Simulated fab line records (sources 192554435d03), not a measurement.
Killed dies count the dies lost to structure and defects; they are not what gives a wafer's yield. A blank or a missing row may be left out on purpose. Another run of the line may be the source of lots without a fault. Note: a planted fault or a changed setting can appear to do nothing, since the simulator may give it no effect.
Split-lot trial :: flow n5Finfet :: on a route of 1938 steps: 7 lots, 21 wafers read

== SPLIT DETAILS ==
At N5_BEOL_M11_VIA_ETCH_34 (etches SiCOH lowk in C4F6/O2, target depth 184.5 nm, time 69.2 s), the setting timeS was moved away from the recipe's 69.2 s on 4 of the 21 wafers read, by -20.8% to +10.3%. The other wafers ran this setting at the recipe's value.

The reading comes from the split's own step.

== THE READING ==
SOC_of_BEOL_M11_COAT_63.thkNm (the simulator's own value, which no gauge read), in nm, at N5_BEOL_M11_VIA_ETCH_34 (etches SiCOH lowk in C4F6/O2, target depth 184.5 nm, time 69.2 s). There is no usual value for it anywhere in the file. The 17 wafers here that ran the recipe average 92.1 nm, standard deviation 0.31 nm.

wafer: L076.2
tool, chamber at the split: rieDiel-02, 2
timeS as run, s: 69.2
against the recipe: recipe
SOC_of_BEOL_M11_COAT_63.thkNm, nm: 92.4
against lot-mates on the recipe: -

wafer: L076.4
tool, chamber at the split: rieDiel-02, 2
timeS as run, s: 69.2
against the recipe: recipe
SOC_of_BEOL_M11_COAT_63.thkNm, nm: 92.4
against lot-mates on the recipe: -

wafer: L076.5
tool, chamber at the split: rieDiel-02, 3
timeS as run, s: 69.2
against the recipe: recipe
SOC_of_BEOL_M11_COAT_63.thkNm, nm: 92.2
against lot-mates on the recipe: -

wafer: L078.1
tool, chamber at the split: rieDiel-01, 0
timeS as run, s: 69.2
against the recipe: recipe
SOC_of_BEOL_M11_COAT_63.thkNm, nm: 91.2
against lot-mates on the recipe: -

wafer: L078.3
tool, chamber at the split: rieDiel-01, 3
timeS as run, s: 69.2
against the recipe: recipe
SOC_of_BEOL_M11_COAT_63.thkNm, nm: 91.6
against lot-mates on the recipe: -

wafer: L078.4
tool, chamber at the split: rieDiel-01, 1
timeS as run, s: 69.2
against the recipe: recipe
SOC_of_BEOL_M11_COAT_63.thkNm, nm: 91.8
against lot-mates on the recipe: -

wafer: L083.1
tool, chamber at the split: rieDiel-06, 0
timeS as run, s: 69.2
against the recipe: recipe
SOC_of_BEOL_M11_COAT_63.thkNm, nm: 92
against lot-mates on the recipe: -

wafer: L083.5
tool, chamber at the split: rieDiel-06, 3
timeS as run, s: 74.96
against the recipe: +8.3%
SOC_of_BEOL_M11_COAT_63.thkNm, nm: 91.2
against lot-mates on the recipe: -0.8

wafer: L083.6
tool, chamber at the split: rieDiel-06, 2
timeS as run, s: 69.2
against the recipe: recipe
SOC_of_BEOL_M11_COAT_63.thkNm, nm: 92
against lot-mates on the recipe: -

wafer: L090.4
tool, chamber at the split: rieDiel-06, 1
timeS as run, s: 69.2
against the recipe: recipe
SOC_of_BEOL_M11_COAT_63.thkNm, nm: 92.4
against lot-mates on the recipe: -

wafer: L090.5
tool, chamber at the split: rieDiel-06, 0
timeS as run, s: 69.2
against the recipe: recipe
SOC_of_BEOL_M11_COAT_63.thkNm, nm: 92
against lot-mates on the recipe: -

wafer: L090.6
tool, chamber at the split: rieDiel-06, 1
timeS as run, s: 69.2
against the recipe: recipe
SOC_of_BEOL_M11_COAT_63.thkNm, nm: 92.2
against lot-mates on the recipe: -

wafer: L093.1
tool, chamber at the split: rieDiel-06, 3
timeS as run, s: 76.3
against the recipe: +10.3%
SOC_of_BEOL_M11_COAT_63.thkNm, nm: 91.2
against lot-mates on the recipe: -0.9

wafer: L093.2
tool, chamber at the split: rieDiel-06, 2
timeS as run, s: 69.2
against the recipe: recipe
SOC_of_BEOL_M11_COAT_63.thkNm, nm: 92
against lot-mates on the recipe: -

wafer: L093.3
tool, chamber at the split: rieDiel-06, 0
timeS as run, s: 69.2
against the recipe: recipe
SOC_of_BEOL_M11_COAT_63.thkNm, nm: 92.2
against lot-mates on the recipe: -

wafer: L092.1
tool, chamber at the split: rieDiel-06, 3
timeS as run, s: 69.2
against the recipe: recipe
SOC_of_BEOL_M11_COAT_63.thkNm, nm: 92.4
against lot-mates on the recipe: -

wafer: L092.3
tool, chamber at the split: rieDiel-06, 1
timeS as run, s: 69.2
against the recipe: recipe
SOC_of_BEOL_M11_COAT_63.thkNm, nm: 92.4
against lot-mates on the recipe: -

wafer: L092.6
tool, chamber at the split: rieDiel-06, 0
timeS as run, s: 69.2
against the recipe: recipe
SOC_of_BEOL_M11_COAT_63.thkNm, nm: 92.2
against lot-mates on the recipe: -

wafer: L097.3
tool, chamber at the split: rieDiel-02, 3
timeS as run, s: 54.81
against the recipe: -20.8%
SOC_of_BEOL_M11_COAT_63.thkNm, nm: 93.8
against lot-mates on the recipe: +1.8

wafer: L097.4
tool, chamber at the split: rieDiel-02, 0
timeS as run, s: 54.81
against the recipe: -20.8%
SOC_of_BEOL_M11_COAT_63.thkNm, nm: 93.8
against lot-mates on the recipe: +1.8

wafer: L097.5
tool, chamber at the split: rieDiel-02, 3
timeS as run, s: 69.2
against the recipe: recipe
SOC_of_BEOL_M11_COAT_63.thkNm, nm: 92
against lot-mates on the recipe: -

FIT RESULTS
A straight line over all 21 wafers: SOC_of_BEOL_M11_COAT_63.thkNm changes by -0.0848 nm for each +1% of timeS; r = -0.90; the points scatter about the line by 0.3 nm.
The same after taking each lot's own level away (the mean of its wafers on the recipe; 21 wafers): -0.0874 nm for each +1%; r = -0.98; scatter 0.13 nm.
That fit puts the effect of the largest move of timeS on the reading at 1.8 nm.
From 91.53 to 92.33 nm: that is the span of the lots' own levels, equal to 2.5 times the standard deviation above.
Hence the lot-to-lot level has little effect on the slope; both slopes agree.
Check: for one of the wafers moved furthest among these (-20.8%), held out of the fit, the line's prediction against its lot-mates is +1.82 nm. It came out at +1.8 nm against them.

== THE WHOLE CHAIN: every reading that the file lists as answering this split, in the file's order ==
step: N5_BEOL_M11_VIA_ETCH_34
what it does: etches SiCOH lowk in C4F6/O2, target depth 184.5 nm, time 69.2 s
reading: etch.depthNm (the simulator's own value, which no gauge read)
change (the file's fit): +1.81 nm for each +1% of the setting
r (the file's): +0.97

step: N5_BEOL_M11_VIA_ETCH_34
what it does: etches SiCOH lowk in C4F6/O2, target depth 184.5 nm, time 69.2 s
reading: SOC_of_BEOL_M11_COAT_63.thkNm (the simulator's own value, which no gauge read)
change (the file's fit): -0.0879 nm for each +1% of the setting
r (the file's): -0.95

== FILE'S OWN FIT ==
SOC_of_BEOL_M11_COAT_63.thkNm changes by -0.0879 nm for each +1% of timeS, r = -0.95.
